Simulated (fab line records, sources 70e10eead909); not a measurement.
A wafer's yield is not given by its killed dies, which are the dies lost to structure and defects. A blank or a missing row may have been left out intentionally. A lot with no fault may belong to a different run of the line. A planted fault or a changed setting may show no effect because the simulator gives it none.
A struck lot beside a sound one / flow nand harc / 14 out of 1302 route steps
Sound: wafers L189.4, L189.5, L189.6. Struck: wafer L199.4 (left out: L199.1, L199.3 of the same lot, which were not struck); the cause appears at the end.
For every step that has rows: the tool of each side, followed by ch and its chambers, followed by its first start. Under that, the readings that differ: sound wafers / struck wafers / difference of the means / sigmas: that difference in standard deviations of wafers without a fault.
alike: readings with means less than 2 such deviations apart, plus words and numbers identical on both sides. not compared: withheld readings, readings lacking a value on some wafer, bounds such as >300 that could conceal the same value, and numbers that have no deviation in the record and whose values overlap.
A row with sigmas, a row that says differs or no value, or rows on one side alone: a step with any of these is where the two part. Numbers that don't overlap but have no deviation are shown without sigmas and don't part them. A reading that every wafer of one side lacks parts them only if that side has two wafers or more.

first, 7 steps without rows for these wafers: NHARC_A_M1_COAT_34 (time 65 s); NHARC_A_M1_COAT_03 (resist thk 90 nm); NHARC_A_M1_SOFTBAKE_04 (time 55 s); NHARC_A_M1_EBR_05; NHARC_A_M1_EXPOSE_06 (exposes mask A M1, target cd 120 nm); NHARC_A_M1_PEB_07 (peb time 65 s); NHARC_A_M1_DEVELOP_08 (develop time 35 s).
NHARC_A_M1_CD_MEAS_09: the cd target is 120 nm.
  sound on cd sem-01 ch 0, day 24 09:35; struck on cd sem-03 ch 0, day 27 23:44
  alike: cd nm
NHARC_A_M1_OVL_MEAS_10: pitch 240 nm.
  sound: overlay-02 at day 24 09:40; struck: overlay-02 at day 27 23:49
  alike: overlay x nm, overlay y nm
NHARC_A_M1_INSPECT_11:
  sound: defect inspect-02 at day 24 09:42; struck: defect inspect-01 at day 27 23:52
reading=raw defect count; sound=71 64 71; struck=146; difference=+77; sigmas=+2
NHARC_A_M1_DESCUM_14: chemistry O2, time 3 s.
  sound on rie diel-02 ch 2,3, day 24 09:46; struck on rie diel-12 ch 1, day 27 23:55
  alike: drypump motor current A, oes product au, rf vpp V, showerhead plenum p Torr, throttle valve pct
  not compared: rf hours counter h
NHARC_A_M1_ETCH_35: etches the open film in N2/H2, target depth 40 nm, overetch 12 nm, time 43.94 s.
  sound on rie diel-02 ch 1,2,3, day 24 09:52; struck on rie diel-12 ch 3, day 28 00:01
  alike: bias w, drypump motor current A, n2 flow sccm, oes product au, rf vpp V, run length s, showerhead plenum p Torr, throttle valve pct
  not compared: rf hours counter h
NHARC_A_M1_ETCH_15: etches the open film in C4F8/Ar, target depth 182.5 nm, time 91.2 s.
  sound on rie diel-02 ch 0,3, day 24 09:56; struck on rie diel-12 ch 0, day 28 00:05
reading=oes product au (a.u.); sound=0.918 0.916 0.930; struck=0.981; difference=+0.060; sigmas=+2
reading=run length s (s); sound=112.2 112.9 112.5; struck=105.6; difference=-6.9; sigmas=-18
  alike: rf vpp V
  not compared: bias w, rf hours counter h
NHARC_A_M1_CD_MEAS_16:
  sound: cd sem-02 at day 24 10:04; struck: cd sem-03 at day 28 00:13
  alike: cd nm

WHERE THEY PART
Earliest at NHARC_A_M1_INSPECT_11; latest, in this record, at NHARC_A_M1_ETCH_15. Later steps at which nothing parts them and some readings are alike: NHARC_A_M1_CD_MEAS_16.

WHY: whatever the simulator had introduced
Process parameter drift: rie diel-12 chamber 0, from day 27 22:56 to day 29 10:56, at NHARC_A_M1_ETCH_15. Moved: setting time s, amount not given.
